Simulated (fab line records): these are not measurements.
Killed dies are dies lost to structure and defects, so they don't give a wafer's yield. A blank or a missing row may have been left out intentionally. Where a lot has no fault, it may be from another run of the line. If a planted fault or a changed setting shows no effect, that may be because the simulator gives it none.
fab line records	flow n5_finfet
[record] lots = 10	wafers = 29	last_day = 17
route steps=1938 shown BEOL_M2@843 BEOL_M4@1111 PASSIVATION@1936
lots with no fault: from the same line, run without faults
start_h: start of the lot's first displayed wafer, in hours after the record's first day	wait_h: hours elapsed since this lot's preceding step	" same as the row above	L1.1+2: a row that stands for several wafers	- no value, or no start given	* or withheld: withheld	< > ~ a bound
route shown NAME@n: a module of which the file shows steps, and the number in the route of the first	usual: mean and standard deviation over wafers with no fault	same: alike in all rows	chamber/n: place in a boat	sites: the reading at each site	_std_site: how widely they spread, as a standard deviation	_edge_site: the outer-site mean with the inner-site mean subtracted	radius_mm: for every site, how far away it sits from the centre of the wafer	mask NAME#n: copy n	behind: tool/chamber where the wafer was last shaped	hold: the reason the lot was held/the length of the hold in hours/how it ended	device: the transistor (n, p or np) that didn't switch	end of line: the same wafers' tests at the end of the route	a step with no rows: only its recipe	killed: not the wafer's yield, but the dies lost to structure and defects at the first sort	map: a wafer's dies, x killed, . not, _ none there
set.NAME: the setting the step ran with; set.NAME@STEP: the setting that earlier step ran with	model.NAME: the simulator's own value behind a step, which no gauge read
one table for each step of the route and one row for each wafer, over a sample of lots
services: when a tool's chamber went out of use (start_h, in hours from the record's first day, below 0 if earlier), for how many hours, and the reason
[[steps]]
[step N5_BEOL_M2_PECVD_72]
[recipe] material = SiO2	target_thk_a = 160	temp_c = 400	precursor = TEOS/O2	pressure_torr = 5.5	rf_w = 450	teos_flow_sccm = 53.8	gas = O2	flow_sccm = 3000	time_s = 18
[usual] chamber_pressure_Torr = 5.500/0.011	heater_power_w = 725/110	showerhead_plenum_p_Torr = 8.81/0.032	throttle_valve_pct = 22.7/1
lot.wafer	tool	chamber	start_h	wait_h	chamber_pressure_Torr	heater_power_w	showerhead_plenum_p_Torr	throttle_valve_pct
L885.1	pecvd-01	2	139.39	0.0	5.502	700	8.81	21.1
L885.3	"	1	"	"	5.505	921	8.78	23.1
L885.5	"	0	"	"	5.509	823	8.83	23.4
L886.1	pecvd-03	2	147.22	0.0	5.531	816	8.79	22.9
L886.3	"	1	"	"	5.507	505	8.77	22.6
L886.6	"	1	"	"	5.490	485	8.79	22.8
L888.1	pecvd-04	0	166.19	0.0	5.502	649	8.83	24.0
L888.3	"	2	"	"	5.487	666	8.80	21.3
L888.6	"	0	"	"	5.503	646	8.85	24.0
L889.1	pecvd-04	2	169.58	0.0	5.484	608	8.79	21.3
L889.3	"	1	"	"	5.505	664	8.78	23.8
L889.5	"	0	"	"	5.493	644	8.81	24.1
L891.1	pecvd-01	2	181.99	0.0	5.488	741	8.81	21.4
L891.2	"	1	"	"	5.480	888	8.79	23.0
L891.3	"	0	"	"	5.500	759	8.89	23.9
L892.2	pecvd-01	1	184.89	0.0	5.510	911	8.82	23.0
L892.4	"	0	"	"	5.509	797	8.84	23.5
L892.5	"	2	"	"	5.503	644	8.80	21.0
L893.2	pecvd-04	0	188.26	0.0	5.493	571	8.85	24.0
L893.3	"	1	"	"	5.500	694	8.74	23.8
L893.5	"	2	"	"	5.498	628	8.79	20.9
L901.2	pecvd-01	0	257.17	0.0	5.498	854	8.84	23.8
L901.6	"	0	"	"	5.494	814	8.86	23.8
L904.1	pecvd-03	0	260.48	0.0	5.486	690	8.79	22.1
L904.3	"	1	"	"	5.495	555	8.78	22.8
L904.4	"	0	"	"	5.506	685	8.79	22.0
L903.1	pecvd-01	2	261.01	0.0	5.486	619	8.85	21.6
L903.4	"	2	"	"	5.487	627	8.83	21.5
L903.6	"	0	"	"	5.500	701	8.83	23.8
[step N5_BEOL_M2_ANNEAL_89]
[recipe] temp_c = 400	time_s = 240	ambient = vacuum
[usual] heater_power_w = 856/130
[same] time_s = 240
lot.wafer	tool	chamber	start_h	wait_h	heater_power_w
L885.1	pvd_sputter-01	-	148.42	0.0	825
L885.3	"	-	"	"	817
L885.5	"	-	"	"	780
L886.1	pvd_sputter-01	-	161.22	0.0	823
L886.3	"	-	"	"	811
L886.6	"	-	"	"	801
L888.1	pvd_sputter-02	-	177.21	0.0	588
L888.3	"	-	"	"	1031
L888.6	"	-	"	"	1009
L889.1	pvd_sputter-01	-	181.22	0.0	916
L889.3	"	-	"	"	785
L889.5	"	-	"	"	844
L892.2	pvd_sputter-02	-	198.64	0.0	598
L892.4	"	-	"	"	1057
L892.5	"	-	"	"	964
L891.1	pvd_sputter-03	-	198.68	0.0	1061
L891.2	"	-	"	"	847
L891.3	"	-	"	"	689
L893.2	pvd_sputter-02	-	200.98	0.0	982
L893.3	"	-	"	"	1055
L893.5	"	-	"	"	1050
L901.2	pvd_sputter-01	-	263.41	0.0	925
L901.6	"	-	"	"	840
L904.1	pvd_sputter-03	-	269.19	0.0	860
L904.3	"	-	"	"	683
L904.4	"	-	"	"	1065
L903.1	pvd_sputter-01	-	275.63	0.0	806
L903.4	"	-	"	"	938
L903.6	"	-	"	"	778
[step N5_BEOL_M2_ANNEAL_51]
[recipe] temp_c = 225	time_s = 90	ambient = N2
[usual] wafer_temp_C_max = 226.1/0.4
[same] time_s = 90
lot.wafer	tool	chamber	start_h	wait_h	wafer_temp_C_max
L885.1	rtp_anneal-01	0	149.42	0.1	226.1
L885.3	"	0	"	"	226.4
L885.5	"	0	"	"	226.1
L886.1	rtp_anneal-01	0	162.21	0.1	225.7
L886.3	"	0	"	"	226.6
L886.6	"	0	"	"	227.0
L888.1	rtp_anneal-02	0	178.21	0.1	226.1
L888.3	"	0	"	"	225.7
L888.6	"	0	"	"	226.0
L889.1	rtp_anneal-01	0	182.22	0.1	226.6
L889.3	"	0	"	"	226.2
L889.5	"	0	"	"	226.8
L891.1	rtp_anneal-02	0	199.67	0.1	225.8
L891.2	"	0	"	"	225.7
L891.3	"	0	"	"	225.9
L892.2	rtp_anneal-01	0	199.68	0.1	226.5
L892.4	"	0	"	"	226.1
L892.5	"	0	"	"	226.3
L893.2	rtp_anneal-01	0	202.02	0.1	226.2
L893.3	"	0	"	"	226.4
L893.5	"	0	"	"	226.8
L901.2	rtp_anneal-02	0	264.45	0.1	226.0
L901.6	"	0	"	"	225.6
L904.1	rtp_anneal-01	0	270.48	0.4	226.6
L904.3	"	0	"	"	226.1
L904.4	"	0	"	"	226.2
L903.1	rtp_anneal-01	0	276.64	0.1	226.1
L903.4	"	0	"	"	226.2
L903.6	"	0	"	"	226.4
[step N5_BEOL_M2_CMP_52]
[recipe] stop_on = SiOC	t_overpolish_s = 6.8	down_force_psi = 1	platen_rpm = 50	clearing_platen_down_force_psi = 1.5	clearing_platen_rpm = 50	post_cmp_clean = cu_alkaline	target_thk_nm = 40	clearing_platen_pad_velocity_m_s = 0.99484	pad_velocity_m_s = 0.99484
[usual] barrier_field_endpoint_s = 24.7/0.8	motor_current_A = 5.8/0.57
lot.wafer	tool	chamber	start_h	wait_h	barrier_field_endpoint_s	motor_current_A
L885.1	cmp-01	0	149.71	0.3	23.5	5.7
L885.3	"	3	"	"	24.6	5.7
L885.5	"	0	"	"	24.5	5.8
L886.1	cmp-03	3	162.59	0.3	25.8	5.6
L886.3	"	0	"	"	24.9	6.0
L886.6	"	1	"	"	26.1	6.0
L888.3	cmp-01	3	178.51	0.2	23.6	6.0
L888.1	"	2	"	"	24.4	4.7
L888.6	"	3	"	"	24.6	6.2
L889.1	cmp-03	3	182.55	0.3	24.1	5.8
L889.3	"	1	"	"	25.3	5.8
L889.5	"	2	"	"	23.8	5.4
L892.2	cmp-03	0	200.01	0.3	23.7	5.9
L892.4	"	1	"	"	25.1	5.5
L892.5	"	2	"	"	23.9	5.4
L891.3	cmp-03	2	200.16	0.4	24.0	5.5
L891.1	"	0	"	"	23.3	5.8
L891.2	"	1	"	"	24.7	5.5
L893.2	cmp-03	0	202.31	0.2	25.2	6.0
L893.3	"	2	"	"	25.7	5.4
L893.5	"	0	"	"	24.5	6.2
L901.2	cmp-04	1	265.42	0.9	24.5	7.0
L901.6	"	3	"	"	33.0	6.1
L904.4	cmp-03	1	270.80	0.1	25.7	5.9
L904.1	"	3	"	"	25.3	5.2
L904.3	"	0	"	"	23.9	6.2
L903.4	cmp-03	0	276.98	0.2	25.2	5.9
L903.1	"	1	"	"	33.8	5.7
L903.6	"	3	"	"	32.8	5.6
[step N5_BEOL_M2_INSPECT_59]
[recipe] inspect_instrument = darkfield	mode = post_dep
[usual] raw_defect_count = 74/24
lot.wafer	tool	chamber	start_h	wait_h	raw_defect_count
L885.1	defect_inspect-02	-	150.29	0.0	72
L885.3	"	-	"	"	67
L885.5	"	-	"	"	33
L886.1	defect_inspect-02	-	163.12	0.0	61
L886.3	"	-	"	"	67
L886.6	"	-	"	"	53
L888.1	defect_inspect-01	-	179.13	0.0	75
L888.3	"	-	"	"	102
L888.6	"	-	"	"	66
L889.1	defect_inspect-01	-	183.11	0.0	133
L889.3	"	-	"	"	96
L889.5	"	-	"	"	95
L892.2	defect_inspect-02	-	200.55	0.0	64
L892.4	"	-	"	"	119
L892.5	"	-	"	"	96
L891.1	defect_inspect-02	-	200.74	0.0	63
L891.2	"	-	"	"	54
L891.3	"	-	"	"	54
L893.2	defect_inspect-01	-	202.88	0.0	66
L893.3	"	-	"	"	52
L893.5	"	-	"	"	49
L901.2	defect_inspect-02	-	266.12	0.0	81
L901.6	"	-	"	"	73
L904.1	defect_inspect-02	-	271.38	0.0	46
L904.3	"	-	"	"	67
L904.4	"	-	"	"	74
L903.1	defect_inspect-02	-	277.61	0.0	32
L903.4	"	-	"	"	39
L903.6	"	-	"	"	35
[step N5_BEOL_M4_RC_MEAS_101]
[usual] DIBL_N = 36.8/2.2	DIBL_P = 37.0/2.8	IOFF_N = 0.18/0.043	IOFF_P = 0.23/0.05	ION_N = 680/14	ION_P = 466/9.1	SS_N = 71.7/0.74	SS_P = 73.5/0.79	VT_N = 248/4	VT_P = -249/4.1
lot.wafer	tool	chamber	start_h	wait_h	DIBL_N[mV/V]	DIBL_P[mV/V]	IOFF_N[nA/um]	IOFF_P[nA/um]	ION_N[uA/um]	ION_P[uA/um]	SS_N[mV/dec]	SS_P[mV/dec]	VT_N[mV]	VT_P[mV]
L885.1	prober-01	0	169.07	0.0	39.6	41.3	0.29	0.36	715	484	72.7	74.8	238	-241
L885.3	"	0	"	"	35.4	36.2	0.17	0.22	691	470	71.5	73.3	247	-246
L885.5	"	0	"	"	37.8	39.6	0.23	0.32	696	480	72.1	74.0	243	-242
L886.1	prober-01	0	197.16	0.1	35.7	36.9	0.18	0.19	677	453	71.6	73.4	243	-254
L886.3	"	0	"	"	36.3	38.2	0.17	0.19	667	456	71.6	73.1	253	-253
L886.6	"	0	"	"	37.7	40.2	0.23	0.24	700	467	72.0	73.6	244	-250
L888.1	prober-01	0	203.58	0.0	36.2	37.8	0.16	0.20	681	464	72.4	72.9	250	-251
L888.3	"	0	"	"	39.3	41.7	0.21	0.29	692	469	73.0	74.6	247	-248
L888.6	"	0	"	"	36.2	38.4	0.15	0.20	676	463	71.3	72.4	249	-251
L889.1	prober-02	0	205.15	0.0	38.0	36.7	0.21	0.23	690	468	71.7	73.6	246	-250
L889.3	"	0	"	"	39.4	38.2	0.22	0.24	699	469	72.1	74.7	249	-248
L889.5	"	0	"	"	34.8	32.6	0.13	0.16	684	462	71.1	72.6	253	-253
L891.1	prober-02	0	224.45	0.0	40.9	45.1	0.28	0.36	698	474	72.8	75.9	240	-244
L891.2	"	0	"	"	36.3	39.3	0.17	0.23	685	472	71.2	72.8	247	-251
L891.3	"	0	"	"	31.0	32.1	0.09	0.13	647	449	69.7	71.9	256	-257
L893.2	prober-02	0	230.72	0.2	40.1	39.8	0.20	0.30	671	470	72.0	74.3	249	-244
L893.3	"	0	"	"	38.5	38.5	0.19	0.28	681	477	71.6	73.3	246	-243
L893.5	"	0	"	"	42.5	42.6	0.27	0.36	700	479	73.1	74.9	244	-242
L892.2	prober-01	0	230.98	0.2	36.7	37.0	0.18	0.25	681	472	71.6	73.8	246	-245
L892.4	"	0	"	"	36.1	36.3	0.17	0.24	673	471	72.1	73.8	249	-248
L892.5	"	0	"	"	35.3	35.5	0.14	0.24	662	462	71.9	73.0	253	-246
L901.2	prober-02	0	284.80	0.2	34.6	34.2	0.13	0.19	664	457	70.7	73.0	252	-251
L901.6	"	0	"	"	39.2	40.9	0.25	0.31	695	474	71.6	74.1	242	-244
L904.1	prober-01	0	291.49	0.0	37.4	36.0	0.18	0.20	687	459	71.9	73.4	249	-252
L904.3	"	0	"	"	39.8	41.2	0.25	0.31	707	480	73.3	74.3	244	-249
L904.4	"	0	"	"	38.5	37.6	0.21	0.23	683	460	72.8	73.8	247	-250
L903.1	prober-02	0	293.41	0.0	38.8	40.2	0.22	0.29	696	472	72.0	74.7	247	-244
L903.4	"	0	"	"	37.5	39.5	0.20	0.29	696	480	72.4	74.3	245	-244
L903.6	"	0	"	"	37.8	38.9	0.18	0.25	679	466	72.2	74.3	249	-245
[step N5_PASSIVATION_PROBE_49]
[usual] defect_limited_yield = 91.4/1.5	killed_at_M0_to_M3 = 36/11	killed_at_M4_up = 14/6	killed_at_contacts = 11/6	killed_at_front_end = 37/11	killed_at_other = 4/3.4	killed_dies = 102/18	killed_open = 66/13	killed_short = 34/7.8	sort_bin_4_leakage = 0.00/0.017	sort_bin_5_function = 5.0/0.97	sort_bin_6_memory = 3.2/0.7	sort_n_pass = 1078/19	sort_yield_pct = 91.3/1.6
[same] gross_dies = 1180	killed_at_back_side = 0	sort_bin_8_speed[%] = 0
lot.wafer	tool	chamber	start_h	wait_h	defect_limited_yield[%]	killed_at_M0_to_M3	killed_at_M4_up	killed_at_contacts	killed_at_front_end	killed_at_other	killed_dies	killed_open	killed_short	sort_bin_4_leakage[%]	sort_bin_5_function[%]	sort_bin_6_memory[%]	sort_n_pass	sort_yield_pct[%]
L885.1	prober-01	-	271.72	0.0	91.7	30	16	15	28	9	98	60	34	0	4.2	3.9	1082	91.7
L885.3	prober-01	-	271.82	0.1	92.5	41	15	7	24	1	88	46	39	0	4.4	2.5	1092	92.5
L885.5	prober-01	-	271.92	0.2	91.7	25	21	7	37	8	98	66	30	0	5.3	3.0	1082	91.7
L886.1	prober-02	-	306.40	0.0	90.8	39	10	5	46	8	108	66	33	0	5.1	3.1	1072	90.8
L886.3	prober-02	-	306.50	0.1	90.4	26	3	13	51	20	113	75	34	0	5.6	3.6	1067	90.4
L886.6	prober-02	-	306.65	0.3	91.6	26	13	29	25	6	99	76	22	0	4.6	3.6	1081	91.6
L904.3	prober-01	-	395.17	0.1	93.6	20	13	12	29	1	75	50	23	0	3.9	2.0	1105	93.6
L901.2	prober-02	-	395.51	0.1	88.9	43	10	15	58	5	131	80	50	0	6.8	3.7	1049	88.9
L901.6	prober-02	-	395.71	0.3	89.4	51	13	11	46	4	125	90	35	0	6.4	3.9	1055	89.4
// killed by level:class
L885.1 MOL_CONTACT_COAG:geometric_particle:open=13 BEOL_M2:geometric_particle:open=9 BEOL_M4:geometric_particle:open=6 BEOL_M0_SAQP:geometric_particle:open=5 DUMMY_GATE:geometric_particle:open=4 BEOL_M0_SAQP:geometric_particle:short=4 BEOL_M3:geometric_particle:open=4 PASS1_CAP:geometric_particle:open=4
L885.3 FIN_SAQP:geometric_particle:short=11 BEOL_M0_SAQP:geometric_particle:short=11 BEOL_M0_SAQP:geometric_particle:open=9 BEOL_M3:geometric_particle:open=6 BEOL_M2:geometric_particle:open=5 FIN_SAQP:geometric_particle:open=4 MOL_CONTACT_COAG:geometric_particle:short=4 BEOL_M3:geometric_particle:short=4
L885.5 BEOL_M4:geometric_particle:open=16 FIN_SAQP:geometric_particle:open=9 STI_FIN_REVEAL:geometric_particle:open=6 BEOL_M0_SAQP:geometric_particle:open=5 BEOL_M2:geometric_particle:open=5 BEOL_M3:geometric_particle:open=5 FIN_SAQP:geometric_particle:short=4 GATE_CUT:geometric_particle:short=4
L886.1 BEOL_M3:geometric_particle:open=14 STI_FIN_REVEAL:geometric_particle:open=13 HKMG_FIN:area_etch=8 FIN_SAQP:geometric_particle:short=6 BEOL_M0_SAQP:geometric_particle:open=6 BEOL_M0_SAQP:geometric_particle:short=6 STI_FIN_REVEAL:geometric_particle:short=5 BEOL_M4:geometric_particle:open=5
L886.3 MOL_CONTACT_COAG:geometric_particle:open=12 DUMMY_GATE:geometric_particle:open=11 STI_FIN_REVEAL:geometric_particle:open=8 BEOL_M0:geometric_particle:short=6 BEOL_M3:geometric_particle:open=6 PAD_METAL:geometric_particle:short=6 FIN_SAQP:geometric_particle:short=5 PAD_METAL:geometric_particle:open=5
L886.6 MOL_CONTACT_COAG:geometric_particle:open=24 STI_FIN_REVEAL:geometric_particle:open=9 BEOL_M3:geometric_particle:open=7 BEOL_M4:geometric_particle:open=6 DUMMY_GATE:geometric_particle:open=5 BEOL_M0_SAQP:geometric_particle:open=4 GATE_CUT:geometric_particle:short=4 MOL_CONTACT_COAG:geometric_particle:short=4
L904.3 FIN_SAQP:geometric_particle:open=11 MOL_CONTACT_COAG:geometric_particle:open=8 FIN_SAQP:geometric_particle:short=7 BEOL_M3:geometric_particle:open=6 BEOL_M4:geometric_particle:open=5 MOL_CONTACT_COAG:geometric_particle:short=4 BEOL_M0_SAQP:geometric_particle:short=4 BEOL_M2:geometric_particle:open=4
L901.2 STI_FIN_REVEAL:geometric_particle:open=16 BEOL_M2:geometric_particle:open=15 BEOL_M0_SAQP:geometric_particle:short=11 MOL_CONTACT_COAG:geometric_particle:open=11 FIN_SAQP:geometric_particle:open=8 STARTING-WAFER:geometric_particle:short=7 FIN_SAQP:geometric_particle:short=6 BEOL_M4:geometric_particle:open=6
L901.6 FIN_SAQP:geometric_particle:open=12 STI_FIN_REVEAL:geometric_particle:open=12 BEOL_M2:geometric_particle:open=12 BEOL_M0_SAQP:geometric_particle:short=11 BEOL_M0_SAQP:geometric_particle:open=10 MOL_CONTACT_COAG:geometric_particle:open=8 BEOL_M1:geometric_particle:open=6 BEOL_M3:geometric_particle:open=6
[[services]]
tool	chamber	start_h	hours	kind
pvd_sputter-02	-	127.15	4.5	repair
cmp-01	-	138.49	3.2	repair
pecvd-03	-	138.88	0.5	repair
pvd_sputter-01	-	141.51	3.1	repair
pvd_sputter-01	-	151.78	1.0	repair
pecvd-04	2	170.47	2.1	scheduled_down
cmp-01	-	171.90	0.8	repair
pecvd-03	2	183.26	5.5	scheduled_down
cmp-04	-	183.56	0.9	repair
pvd_sputter-01	-	194.09	0.8	repair
pecvd-03	1	196.50	16.5	scheduled_down
cmp-01	-	196.55	4.0	pm
cmp-03	-	203.50	4.0	pm
cmp-03	-	207.50	-	consumable_replace:conditioner
cmp-03	-	207.50	-	consumable_replace:pad
cmp-01	-	213.32	1.2	repair
cmp-03	-	218.71	1.1	repair
cmp-03	-	221.52	5.1	pm
cmp-04	-	244.19	3.7	pm
pecvd-01	2	261.82	2.1	scheduled_down
cmp-03	-	267.36	0.8	repair
pecvd-04	2	272.32	2.5	repair
cmp-04	-	275.10	4.0	pm
pecvd-03	1	275.80	7.2	repair
[[key]]
[first_sign] step = N5_BEOL_M2_CMP_52	reading = barrier_field_endpoint_s	direction = up	sigmas = 11	usual = 24.7	struck = 33.2
effect none on later readings
met_at N5_BEOL_M2_PECVD_72
struck_lots L901,L903
struck_wafers L901.6,L903.1,L903.6
not_acting_at N5_BEOL_M2_ANNEAL_89,N5_BEOL_M2_ANNEAL_51,N5_BEOL_M2_INSPECT_59
onset_between 184.89 257.17
[fault] kind = process_parameter_drift	tool = pecvd-01	chamber = -	onset_h = 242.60	steps = N5_BEOL_M2_PECVD_72	channel = time_s	offset = *	shape = step	end_h = 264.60	scope = struck_wafers_only	acts_in = *	stated = *
